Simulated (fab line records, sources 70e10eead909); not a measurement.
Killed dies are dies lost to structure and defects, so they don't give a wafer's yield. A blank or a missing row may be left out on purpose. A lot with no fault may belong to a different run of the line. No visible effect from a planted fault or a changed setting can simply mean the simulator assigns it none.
What tool caused it? + flow nand_harc + 42 wafers from 15 lots sampled at 5 of the route's 1302 steps

== WHAT EACH GAUGE READ, for each wafer ==
NHARC_A_ONON_D2_THK_MEAS_08: measures by ellipsometry. Usual: thk_nm at 998 nm, with a standard deviation of 12.
| lot  | measured     | on            | thk_nm (nm)    | flag |
|------|--------------|---------------|----------------|------|
| L837 | day 12 07:43 | film_metro-01 | 1002 1002 1002 |      |
| L839 | day 13 12:10 | film_metro-01 | 995 995 998    |      |
| L840 | day 13 12:27 | film_metro-01 | 993 994 997    |      |
| L838 | day 13 12:21 | film_metro-02 | 1008 1009 1008 |      |
| L841 | day 14 06:15 | film_metro-01 | 1014 1015 1014 |      |
| L842 | day 14 06:16 | film_metro-02 | 973 973 973    |      |
| L843 | day 14 18:52 | film_metro-01 | 1001 1001 999  |      |
| L849 | day 18 06:12 | film_metro-01 | 981 981        |      |
| L852 | day 18 17:29 | film_metro-02 | 1001 1003      |      |
| L850 | day 19 03:40 | film_metro-02 | 1004 1004      |      |
| L854 | day 19 16:05 | film_metro-01 | 986 986 984    |      |
| L855 | day 20 09:08 | film_metro-01 | 991 991 991    |      |
| L857 | day 21 08:43 | film_metro-02 | 1018 1018 1016 |      |
| L859 | day 21 14:10 | film_metro-01 | 997 998 998    |      |
| L860 | day 22 02:13 | film_metro-01 | 1028 1028 1028 |      |

NHARC_A_ONON_D2_THK_MEAS_24: measures by ellipsometry. Usual: thk_nm at 1000 nm, with a standard deviation of 8.2.
| lot  | measured     | on            | thk_nm (nm)    | flag |
|------|--------------|---------------|----------------|------|
| L837 | day 12 20:18 | film_metro-01 | 991 991 989    |      |
| L839 | day 13 21:53 | film_metro-01 | 997 999 998    |      |
| L840 | day 13 21:51 | film_metro-02 | 991 990 991    |      |
| L838 | day 13 21:44 | film_metro-02 | 990 990 990    |      |
| L841 | day 14 16:16 | film_metro-02 | 1003 1002 1003 |      |
| L842 | day 14 16:14 | film_metro-01 | 1006 1004 1005 |      |
| L843 | day 15 04:29 | film_metro-01 | 1006 1007 1008 |      |
| L849 | day 18 16:13 | film_metro-02 | 283 995        | OFF  |
| L852 | day 19 03:07 | film_metro-02 | 1008 296       | OFF  |
| L850 | day 19 13:42 | film_metro-02 | 299 1010       | OFF  |
| L854 | day 20 01:40 | film_metro-01 | 1006 1004 1005 |      |
| L855 | day 20 18:44 | film_metro-01 | 1013 1015 1014 |      |
| L857 | day 21 18:57 | film_metro-01 | 1009 1008 1007 |      |
| L859 | day 22 00:10 | film_metro-01 | 1015 1016 1014 |      |
| L860 | day 22 14:02 | film_metro-02 | 983 983 983    |      |

== EACH LOT AND THE TOOL THAT RAN IT (in order: tool; ch and the chambers of the sampled wafers; start) ==
| lot  | NHARC_A_CHANNEL_FILL_D1_CMP_10 | NHARC_A_DECK1_JOINT_CMP_13    | NHARC_A_ONON_D2_DEP_22           |
|------|--------------------------------|-------------------------------|----------------------------------|
| L837 | cmp-01 ch 0,1,3, day 10 19:55  | cmp-01 ch 0,1,2, day 11 06:40 | pecvd_onon-03 ch 0, day 12 19:47 |
| L839 | cmp-04 ch 0,1,3, day 11 20:29  | cmp-02 ch 0,1,2, day 12 07:12 | pecvd_onon-01 ch 0, day 13 21:22 |
| L840 | cmp-01 ch 0,1,2, day 11 20:29  | cmp-03 ch 0,1, day 12 07:12   | pecvd_onon-03 ch 0, day 13 21:21 |
| L838 | cmp-04 ch 0,1,3, day 11 20:40  | cmp-01 ch 1,2,3, day 12 07:15 | pecvd_onon-04 ch 0, day 13 21:20 |
| L841 | cmp-04 ch 1,3, day 12 18:26    | cmp-02 ch 0,1, day 13 05:44   | pecvd_onon-04 ch 0, day 14 15:48 |
| L842 | cmp-03 ch 1,2,3, day 12 20:40  | cmp-03 ch 0,2,3, day 13 05:44 | pecvd_onon-01 ch 0, day 14 15:47 |
| L843 | cmp-03 ch 0,2, day 13 08:04    | cmp-01 ch 0,3, day 13 18:38   | pecvd_onon-01 ch 0, day 15 03:59 |
| L849 | cmp-04 ch 0,1, day 16 20:52    | cmp-01 ch 0,2, day 17 07:37   | pecvd_onon-03 ch 0, day 18 15:43 |
| L852 | cmp-03 ch 2,3, day 17 01:03    | cmp-01 ch 1,3, day 17 11:58   | pecvd_onon-03 ch 0, day 19 02:40 |
| L850 | cmp-04 ch 1,3, day 17 11:08    | cmp-01 ch 1,3, day 17 21:58   | pecvd_onon-03 ch 0, day 19 13:11 |
| L854 | cmp-01 ch 0,1, day 17 22:55    | cmp-03 ch 1,2,3, day 18 09:43 | pecvd_onon-04 ch 0, day 20 01:13 |
| L855 | cmp-04 ch 1,2, day 18 19:19    | cmp-02 ch 0,1, day 19 08:17   | pecvd_onon-01 ch 0, day 20 18:20 |
| L857 | cmp-03 ch 0,1,3, day 19 19:16  | cmp-01 ch 0,2,3, day 20 06:06 | pecvd_onon-01 ch 0, day 21 18:27 |
| L859 | cmp-01 ch 0,3, day 20 00:13    | cmp-02 ch 1,2, day 20 10:59   | pecvd_onon-01 ch 0, day 21 23:42 |
| L860 | cmp-01 ch 0,3, day 20 14:17    | cmp-02 ch 0,1, day 21 01:02   | pecvd_onon-01 ch 0, day 22 13:32 |
- NHARC_A_CHANNEL_FILL_D1_CMP_10: polishes, target thk 150 nm.
- NHARC_A_DECK1_JOINT_CMP_13: polishes, target thk 51.023 nm.
- NHARC_A_ONON_D2_DEP_22: target thk 1000 nm.

== WHAT THE TOOLS THEMSELVES READ (means of the sampled wafers that have a number; where no wafer has one, the mark that the record gives instead) ==
NHARC_A_CHANNEL_FILL_D1_CMP_10. Usual: motor_current_A 12.5 A, standard deviation 1.4; time_to_endpoint_s 15.1 s, standard deviation 1.9.
| lot  | tool   | motor_current_A (A) | time_to_endpoint_s (s) | flag |
|------|--------|---------------------|------------------------|------|
| L837 | cmp-01 | 12.6                | 12.4                   |      |
| L839 | cmp-04 | 13.3                | 17.2                   |      |
| L840 | cmp-01 | 12.4                | 13.3                   |      |
| L838 | cmp-04 | 14.0                | 13.8                   |      |
| L841 | cmp-04 | 12.4                | 14.9                   |      |
| L842 | cmp-03 | 12.7                | 16.6                   |      |
| L843 | cmp-03 | 12.0                | 12.5                   |      |
| L849 | cmp-04 | 14.2                | 16.0                   |      |
| L852 | cmp-03 | 12.4                | 15.4                   |      |
| L850 | cmp-04 | 12.9                | 15.2                   |      |
| L854 | cmp-01 | 11.9                | 14.8                   |      |
| L855 | cmp-04 | 12.5                | 15.1                   |      |
| L857 | cmp-03 | 11.6                | 15.4                   |      |
| L859 | cmp-01 | 11.0                | 16.4                   |      |
| L860 | cmp-01 | 11.2                | 15.6                   |      |

NHARC_A_DECK1_JOINT_CMP_13. Usual: motor_current_A 12.0 A, standard deviation 1.2; time_to_endpoint_s 9.3 s, standard deviation 2.1.
| lot  | tool   | motor_current_A (A) | time_to_endpoint_s (s) | flag |
|------|--------|---------------------|------------------------|------|
| L837 | cmp-01 | 12.7                | 6.2                    |      |
| L839 | cmp-02 | 11.7                | 9.2                    |      |
| L840 | cmp-03 | 11.3                | 10.0                   |      |
| L838 | cmp-01 | 12.2                | 5.3                    |      |
| L841 | cmp-02 | 11.0                | 6.0                    |      |
| L842 | cmp-03 | 12.3                | 8.0                    |      |
| L843 | cmp-01 | 11.3                | 10.9                   |      |
| L849 | cmp-01 | 11.6                | 9.3                    |      |
| L852 | cmp-01 | 12.8                | 8.8                    |      |
| L850 | cmp-01 | 13.1                | 8.8                    |      |
| L854 | cmp-03 | 12.4                | 10.3                   |      |
| L855 | cmp-02 | 11.3                | 9.8                    |      |
| L857 | cmp-01 | 11.6                | 12.6                   |      |
| L859 | cmp-02 | 12.3                | 9.7                    |      |
| L860 | cmp-02 | 12.0                | 12.0                   |      |

NHARC_A_ONON_D2_DEP_22. Usual: n2o_flow_sccm at 2000 sccm, with a standard deviation of 5.6.
| lot  | tool          | n2o_flow_sccm (sccm) | flag |
|------|---------------|----------------------|------|
| L837 | pecvd_onon-03 | 1994                 |      |
| L839 | pecvd_onon-01 | 1996                 |      |
| L840 | pecvd_onon-03 | 2001                 |      |
| L838 | pecvd_onon-04 | 1998                 |      |
| L841 | pecvd_onon-04 | 1999                 |      |
| L842 | pecvd_onon-01 | 2000                 |      |
| L843 | pecvd_onon-01 | 1998                 |      |
| L849 | pecvd_onon-03 | 2004                 |      |
| L852 | pecvd_onon-03 | 2000                 |      |
| L850 | pecvd_onon-03 | 2008                 |      |
| L854 | pecvd_onon-04 | 2008                 |      |
| L855 | pecvd_onon-01 | 2006                 |      |
| L857 | pecvd_onon-01 | 2004                 |      |
| L859 | pecvd_onon-01 | 2003                 |      |
| L860 | pecvd_onon-01 | 1990                 |      |

== THE ANSWER, worked out from the rows above alone ==
Rule: lot off if the mean of its wafers having a number is beyond 3 standard deviations from the usual mean. Also off: a lot with no number at a reading for which 4 or more lots have one. The other lots that the step has rows for count as sound. First the gauges in route order, then the tools' own readings, where a lot's mean is used as printed above. At the first step where some lot is off, the reading lying furthest off is the one used; lots without a number count as furthest.
Off at NHARC_A_ONON_D2_THK_MEAS_24 (thk_nm): L849, L852, L850.
A tool fits if, at a process step before that reading, it ran every lot that is off, and no sound lot after the first of them. Those tools and the gauges at NHARC_A_ONON_D2_THK_MEAS_24 are tried in the same way. One fits: NHARC_A_ONON_D2_DEP_22 on pecvd_onon-03. A fault onset in the window from L840 (day 13 21:21, its last sound lot) to L849 (day 18 15:43, its first lot off) fits.

== WHAT WAS PUT IN BY THE SIMULATOR ==
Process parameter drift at NHARC_A_ONON_D2_DEP_22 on pecvd_onon-03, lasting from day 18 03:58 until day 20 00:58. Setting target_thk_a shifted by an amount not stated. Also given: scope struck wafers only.
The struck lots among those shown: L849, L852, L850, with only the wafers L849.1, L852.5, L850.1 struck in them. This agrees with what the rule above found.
